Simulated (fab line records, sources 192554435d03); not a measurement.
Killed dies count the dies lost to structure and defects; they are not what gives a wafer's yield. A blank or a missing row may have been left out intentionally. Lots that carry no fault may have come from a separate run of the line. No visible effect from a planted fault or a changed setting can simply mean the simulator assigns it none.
fab line records    flow n5_finfet
record: lots: 5  wafers: 15  last_day: 17
route steps=1938 shown BEOL_M11@1571 PASSIVATION@1936
lots that met no fault: from a run of the same line without faults
start_h: hours from the record's opening day to when the first of the lot's shown wafers began    wait_h: how many hours have passed since the lot's step before this one    " the same as in the row above    L1.1+2: several wafers, shown together as one row    - either no value or no given start    * or withheld: withheld    < > ~ a bound
route shown NAME@n: names a module that has steps shown in the file, with the first one's number in the route    usual: mean/standard deviation taken from wafers without a fault    same: alike in all rows    chamber/n: place in a boat    sites: each site's reading    _std_site: the values' standard deviation    _edge_site: mean of outer sites minus mean of inner sites    radius_mm: how far each site lies from the wafer's centre    mask NAME#n: copy n    behind: the tool/chamber that last shaped the wafer    hold: what put the lot on hold/how long, in hours/how the hold closed    device: the n, p or np transistor that did not switch    end of line: at the end of the route, the tests of the same wafers    step lacking rows: just its recipe    killed: not the wafer's yield, but the dies lost to structure and defects at the first sort    map: per-die view of a wafer (x killed, . not killed, _ where there is no die)
set.NAME: the setting as run; set.NAME@STEP: as run at that earlier step    model.NAME: the simulator's own value behind a step, which no gauge read
a table for each step, a row for each wafer; lots at some steps of the route
services: the hour from which a tool's chamber was out of use, counted from the record's first day as start_h (under 0 if before that day), plus the number of hours and why
== steps ==
step: N5_BEOL_M11_DESCUM_33
recipe: chemistry: O2  time_s: 7.9  source_power_w: 50  bias_power_w: 20  pressure_mtorr: 20  rf_frequency_hz: 2.712e+07  temp_c: 40  resist: CAR-ArF  o2_flow_sccm: 225
step: N5_BEOL_M11_ETCH_65
recipe: chemistry: CF4  target: SiARC  target_depth_a: 390  mask_material: CAR-ArF  time_s: 65  ion_energy_ev: 80  pressure_mtorr: 40  source_w: 545  bias_w: 36  Ar_flow_sccm: 100  cf4_flow_sccm: 100  ends: cleared
step: N5_BEOL_M11_ETCH_66
recipe: chemistry: N2/H2  target: SOC  target_depth_a: 1200  overetch_a: 240  mask_material: SiARC  temp_c: 40  time_s: 180  ion_energy_ev: 200  pressure_mtorr: 30  source_w: 840  bias_w: 150  n2_flow_sccm: 200  h2_flow_sccm: 200
step: N5_BEOL_M11_STRIP_69
recipe: chemistry: N2/H2  temp_c: 40  n2_flow_sccm: 200  h2_flow_sccm: 200  rf_frequency_hz: 6e+07
step: N5_BEOL_M11_VIA_ETCH_34
recipe: chemistry: C4F6/O2  target: SiCOH_lowk  target_depth_a: 1845  mask_material: SOC  taper_deg: 4  time_s: 69.2  ion_energy_ev: 250  pressure_mtorr: 30  source_w: 345  bias_w: 185  Ar_flow_sccm: 300  C4F6_flow_sccm: 10  O2_flow_sccm: 10
step: N5_BEOL_M11_STRIP_73
recipe: chemistry: C4F6/O2  resist: SiARC  rf_frequency_hz: 6e+07
step: N5_BEOL_M11_STRIP_36
recipe: chemistry: N2/H2  power_w: 450  temp_c: 40  pressure_mtorr: 20  rf_frequency_hz: 6e+07  overash_fraction: 0.3  bias_power_w: 7  h2_frac: 0.5  n2_flow_sccm: 200  h2_flow_sccm: 200
step: N5_BEOL_M11_TRENCH_ETCH_37
recipe: chemistry: C4F6/O2  target_depth_a: 1488.3  target: SiCOH_lowk  time_s: 48  ion_energy_ev: 250  pressure_mtorr: 30  source_w: 345  bias_w: 185  Ar_flow_sccm: 300  C4F6_flow_sccm: 10  O2_flow_sccm: 10
step: N5_BEOL_M11_ETCH_41
recipe: chemistry: CH3F/O2  target: SiCN  target_depth_a: 426  taper_deg: 2  time_s: 86  ion_energy_ev: 120  mask_material: TiN  pressure_mtorr: 30  source_w: 395  bias_w: 75  Ar_flow_sccm: 150  CH3F_flow_sccm: 30  O2_flow_sccm: 20
step: N5_BEOL_M11_STRIP_77
recipe: chemistry: N2/H2  time_s: 10  power_w: 450  temp_c: 40  pressure_mtorr: 20  rf_frequency_hz: 6e+07  bias_power_w: 7  n2_flow_sccm: 200  h2_flow_sccm: 200
usual: bias_power_w: 7.000/0.021  chamber_pressure_mTorr: 20.000/0.017  drypump_motor_current_A: 5.55/0.26  oes_product_au: 0.81/0.092  rf_vpp_V: 59.2/0.94  showerhead_plenum_p_Torr: 2.54/0.079  throttle_valve_pct: 23.51/0.28  time_s: 10/0
lot.wafer  tool         chamber  start_h  wait_h  bias_power_w  chamber_pressure_mTorr  drypump_motor_current_A  oes_product_au  rf_hours_counter_h  rf_vpp_V  showerhead_plenum_p_Torr  throttle_valve_pct  time_s
L958.1     rie_diel-01  1        281.96   -       6.996         20.014                  5.49                     0.92            30                  60.3      2.59                      23.15               10
L958.3     "            2        "        "       6.992         20.003                  5.77                     0.97            6                   60.0      2.59                      23.62               10
L958.5     "            2        "        "       7.051         20.016                  5.79                     0.97            -                   61.3      2.59                      23.62               10
L964.2     rie_diel-02  0        312.40   -       -             -                       -                        -               -                   -         -                         -                   -
L964.5     "            3        "        "       -             -                       -                        -               -                   -         -                         -                   -
L964.6     "            0        "        "       -             -                       -                        -               -                   -         -                         -                   -
L963.2     rie_diel-01  0        333.04   -       -             -                       -                        -               -                   -         -                         -                   -
L963.3     "            3        "        "       -             -                       -                        -               -                   -         -                         -                   -
L963.6     "            2        "        "       -             -                       -                        -               -                   -         -                         -                   -
L965.1     rie_diel-06  1        335.15   -       -             -                       -                        -               -                   -         -                         -                   -
L965.2     "            0        "        "       -             -                       -                        -               -                   -         -                         -                   -
L965.4     "            3        "        "       -             -                       -                        -               -                   -         -                         -                   -
L970.1     rie_diel-02  3        372.01   -       7.018         20.016                  5.33                     0.71            213                 57.3      2.40                      23.66               10
L970.2     "            1        "        "       7.007         20.031                  5.67                     0.77            121                 57.2      2.45                      23.67               10
L970.4     "            2        "        "       7.019         20.013                  5.84                     0.79            136                 59.8      2.55                      23.00               10
step: N5_PASSIVATION_PROBE_49
usual: defect_limited_yield: 91.1/1.4  killed_at_M0_to_M3: 34/11  killed_at_M4_up: 14/5.7  killed_at_contacts: 14/6.9  killed_at_front_end: 40/11  killed_at_other: 4/3.1  killed_dies: 105/17  killed_open: 70/13  killed_short: 34/7.6  sort_bin_5_function: 5.3/0.95  sort_bin_6_memory: 3.3/0.64  sort_n_pass: 1075/17  sort_yield_pct: 91.1/1.4
same: gross_dies: 1180  killed_at_back_side: 0  sort_bin_4_leakage[%]: 0  sort_bin_8_speed[%]: 0
lot.wafer  tool       chamber  start_h  wait_h  defect_limited_yield[%]  killed_at_M0_to_M3  killed_at_M4_up  killed_at_contacts  killed_at_front_end  killed_at_other  killed_dies  killed_open  killed_short  sort_bin_5_function[%]  sort_bin_6_memory[%]  sort_n_pass  sort_yield_pct[%]
L958.1     prober-02  -        331.57   0.0     91.2                     38                  11               23                  28                   4                104          79           25            5.6                     3.0                   1076         91.2
L958.3     prober-02  -        331.67   0.1     89.9                     46                  12               21                  35                   5                119          78           41            7.0                     2.5                   1061         89.9
L958.5     prober-02  -        331.77   0.2     91.7                     37                  19               16                  24                   2                98           73           24            5.1                     3.2                   1082         91.7
L964.2     prober-01  -        358.88   0.1     88.2                     35                  51               11                  41                   1                139          101          35            6.6                     5.0                   1041         88.2
L964.5     prober-01  -        359.03   0.2     93.0                     28                  30               3                   20                   2                83           66           17            4.7                     2.2                   1097         93.0
L964.6     prober-01  -        359.08   0.3     89.9                     24                  44               8                   42                   1                119          84           35            5.8                     4.2                   1061         89.9
L963.2     prober-01  -        369.43   0.1     88.2                     39                  32               10                  52                   6                139          85           54            6.7                     4.6                   1041         88.2
L963.3     prober-01  -        369.48   0.1     88.6                     34                  45               1                   47                   7                134          95           38            6.4                     4.5                   1046         88.6
L963.6     prober-01  -        369.63   0.3     85.3                     42                  47               16                  57                   11               173          126          46            8.9                     5.0                   1007         85.3
L965.1     prober-01  -        374.76   0.0     89.2                     37                  34               19                  37                   1                128          93           34            6.9                     3.6                   1052         89.2
L965.2     prober-01  -        374.81   0.1     86.4                     43                  56               11                  51                   0                161          116          45            8.4                     4.9                   1019         86.4
L965.4     prober-01  -        374.91   0.2     88.2                     39                  55               11                  31                   3                139          94           44            7.1                     4.2                   1041         88.2
killed by level:class
L958.1 MOL_CONTACT_COAG:geometric_particle:open=20 BEOL_M2:geometric_particle:open=12 BEOL_M0_SAQP:geometric_particle:short=9 FIN_SAQP:geometric_particle:open=6 BEOL_M1:geometric_particle:open=6 STI_FIN_REVEAL:geometric_particle:open=5 BEOL_M0_SAQP:geometric_particle:open=5 STARTING-WAFER:geometric_particle:short=3
L958.3 MOL_CONTACT_COAG:geometric_particle:open=18 BEOL_M1:geometric_particle:open=16 FIN_SAQP:geometric_particle:short=7 BEOL_M0_SAQP:geometric_particle:short=7 BEOL_M2:geometric_particle:open=7 FIN_SAQP:geometric_particle:open=6 STI_FIN_REVEAL:geometric_particle:open=6 BEOL_M4:geometric_particle:open=5
L958.5 MOL_CONTACT_COAG:geometric_particle:open=14 BEOL_M4:geometric_particle:open=10 BEOL_M1:geometric_particle:open=9 BEOL_M2:geometric_particle:open=8 BEOL_M0_SAQP:geometric_particle:short=6 BEOL_M3:geometric_particle:open=5 STARTING-WAFER:geometric_particle:open=4 FIN_SAQP:geometric_particle:open=3
L964.2 BEOL_M11:geometric_particle:open=20 BEOL_M4:geometric_particle:open=13 FIN_SAQP:geometric_particle:open=12 MOL_CONTACT_COAG:geometric_particle:open=11 FIN_SAQP:geometric_particle:short=10 BEOL_M3:geometric_particle:open=9 BEOL_M2:geometric_particle:open=8 BEOL_M0_SAQP:geometric_particle:open=5
L964.5 BEOL_M11:geometric_particle:open=15 BEOL_M4:geometric_particle:open=11 BEOL_M1:geometric_particle:open=10 BEOL_M2:geometric_particle:open=7 STI_FIN_REVEAL:geometric_particle:open=5 BEOL_M3:geometric_particle:open=4 MOL_CONTACT_COAG:geometric_particle:open=3 BEOL_M0_SAQP:geometric_particle:open=3
L964.6 BEOL_M11:geometric_particle:open=24 BEOL_M4:geometric_particle:open=12 BEOL_M2:geometric_particle:open=11 FIN_SAQP:geometric_particle:short=8 FIN_SAQP:geometric_particle:open=8 MOL_CONTACT_COAG:geometric_particle:open=6 GATE_CUT:geometric_particle:short=6 STI_FIN_REVEAL:geometric_particle:open=5
L963.2 BEOL_M11:geometric_particle:open=18 BEOL_M0_SAQP:geometric_particle:short=15 FIN_SAQP:geometric_particle:open=11 BEOL_M0_SAQP:geometric_particle:open=10 FIN_SAQP:geometric_particle:short=9 MOL_CONTACT_COAG:geometric_particle:open=8 STI_FIN_REVEAL:geometric_particle:open=7 ILD0:geometric_particle:short=7
L963.3 BEOL_M11:geometric_particle:open=24 STI_FIN_REVEAL:geometric_particle:open=9 FIN_SAQP:geometric_particle:open=8 BEOL_M0_SAQP:geometric_particle:short=7 FIN_SAQP:geometric_particle:short=6 DUMMY_GATE:geometric_particle:open=6 BEOL_M0_SAQP:geometric_particle:open=6 BEOL_M11:geometric_particle:short=6
L963.6 BEOL_M11:geometric_particle:open=21 MOL_CONTACT_COAG:geometric_particle:open=16 FIN_SAQP:geometric_particle:open=14 BEOL_M0_SAQP:geometric_particle:open=13 STI_FIN_REVEAL:geometric_particle:open=10 DUMMY_GATE:geometric_particle:open=8 BEOL_M3:geometric_particle:open=8 FIN_SAQP:geometric_particle:short=6
L965.1 BEOL_M11:geometric_particle:open=18 MOL_CONTACT_COAG:geometric_particle:open=16 BEOL_M3:geometric_particle:open=11 BEOL_M4:geometric_particle:open=9 ILD0:geometric_particle:short=7 BEOL_M0_SAQP:geometric_particle:open=7 STI_FIN_REVEAL:geometric_particle:open=5 FIN_SAQP:geometric_particle:short=4
L965.2 BEOL_M11:geometric_particle:open=32 BEOL_M3:geometric_particle:open=10 ILD0:geometric_particle:open=9 MOL_CONTACT_COAG:geometric_particle:open=9 BEOL_M1:geometric_particle:open=9 BEOL_M11:geometric_particle:short=9 BEOL_M2:geometric_particle:open=8 FIN_SAQP:geometric_particle:short=6
L965.4 BEOL_M11:geometric_particle:open=30 BEOL_M3:geometric_particle:open=11 BEOL_M4:geometric_particle:open=11 MOL_CONTACT_COAG:geometric_particle:open=9 FIN_SAQP:geometric_particle:open=8 BEOL_M11:geometric_particle:short=8 FIN_SAQP:geometric_particle:short=7 BEOL_M0_SAQP:geometric_particle:short=6
map L963.6 (x killed, . not)
_________________.....xx.....________________
______________.......x.x....x..._____________
___________.x.......xx...x.........__________
__________.......x.................._________
________.x......x.x.x....x............_______
_______...................x...........x______
______.x...xx...................xx..x..._____
_____x......x.xxx...............x.x....x.____
____........x.....x......xx..............x___
___.x..x.....x...............x...........x.__
___...x......xxxxx.....x.x.....x.x.........__
__.x.x............x..xx..xx..xx.....x......._
__x..........x.......x.....x..x......x.x.x.._
_...xx............x...x...x.x...x.x...x....x.
_x......x.....x.......................x......
_.............x....x.x...........x...........
_......x.............x.......................
_x.x.....x..x............xx..................
_.........x.x......x..xx.x...................
_.x.............x........x......x.x.......x..
_.......x...x..........x.x.x...x.x........x..
__.........xx.........x...................xx_
__.xx.......x..x...........x.x..x..........._
___.....x....x....x........................__
___...x.........xx............x........x...__
____............x......x....xx..........x.___
_____..x.x...x..x.x..........x......x....____
______......x....x..x...........xx......_____
_______...............x.x.x..x........x______
________...x...x.......x...x...x.....x_______
__________.xx..x.................x.x_________
___________...xx...................__________
______________................xx_____________
_________________..........x.________________
map L964.2 (x killed, . not)
_________________.......x..x.________________
______________.x................_____________
___________....x......x.x.......x..__________
__________...x....x....x........x..._________
________...x.........................._______
_______.......................x........______
______......x.x........x..........xx..x._____
_____..x......x............x.x....xx.....____
____..x........x...................x......___
___.................x.x.....x..............__
___..........x...xx.x...xx......x........x.__
__.....xx...x................x.x............_
__x..........x.......x....x........xx.....xx_
_..x..........x.x..x...................x.....
_............................................
_....x..........x....x.x.........x..xx.x....x
_..............x.....x....................x..
_...x......x.x....x.................x...x....
_x..x..x..........x...x.............x.......x
_........x.x..........x..........x........x..
_.........x..........x...x...................
__....................x..............x......_
__...x....x............xx..........x........_
___..x..........x....x.......x.............__
___....xx.....x...x..x.x.....x.......x.x...__
____x.......x...........x.................___
_____......x..x..............x..x..x..x..____
______.x...x.........xx................._____
_______.x.........x........x...xx......______
________........xx.....x..x....x....xx_______
__________.x........................_________
___________..................x.....__________
______________.........x.......x_____________
_________________............________________
== services ==
tool         chamber  start_h  hours  kind
rie_diel-06  0        260.74   -      clean
rie_diel-06  0        260.74   -      consumable_replace:focus_ring
rie_diel-06  0        260.74   22.9   scheduled_down
rie_diel-06  0        260.74   22.9   vent_cycle
rie_diel-01  1        313.05   21.1   repair
rie_diel-06  1        339.35   -      clean
rie_diel-06  1        339.35   -      consumable_replace:focus_ring
rie_diel-06  1        339.35   14.3   scheduled_down
rie_diel-06  1        339.35   14.3   vent_cycle
rie_diel-06  3        342.18   7.7    repair
rie_diel-06  0        344.37   5.4    repair
== key ==
first_sign: step: N5_BEOL_M11_STRIP_77  reading: tool_record  direction: missing
effect: step: N5_PASSIVATION_PROBE_49  reading: killed_at_M4_up  direction: up  sigmas: 5.3  usual: 14  struck: 44
more_kills_born_at: N5_BEOL_M11_STRIP_77@rie_diel-06: 96  N5_BEOL_M11_STRIP_77@rie_diel-01: 77  N5_BEOL_M11_STRIP_77@rie_diel-02: 69
met_at N5_BEOL_M11_STRIP_77
struck_wafers L963.2,L963.3,L963.6,L964.2,L964.5,L964.6,L965.1,L965.2,L965.4
onset_between 281.96 312.40
fault: kind: skipped_step_whole  tool: rie_diel-01,rie_diel-02,rie_diel-06  chamber: -  onset_h: 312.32  steps: N5_BEOL_M11_STRIP_77  scope: struck_lots_only
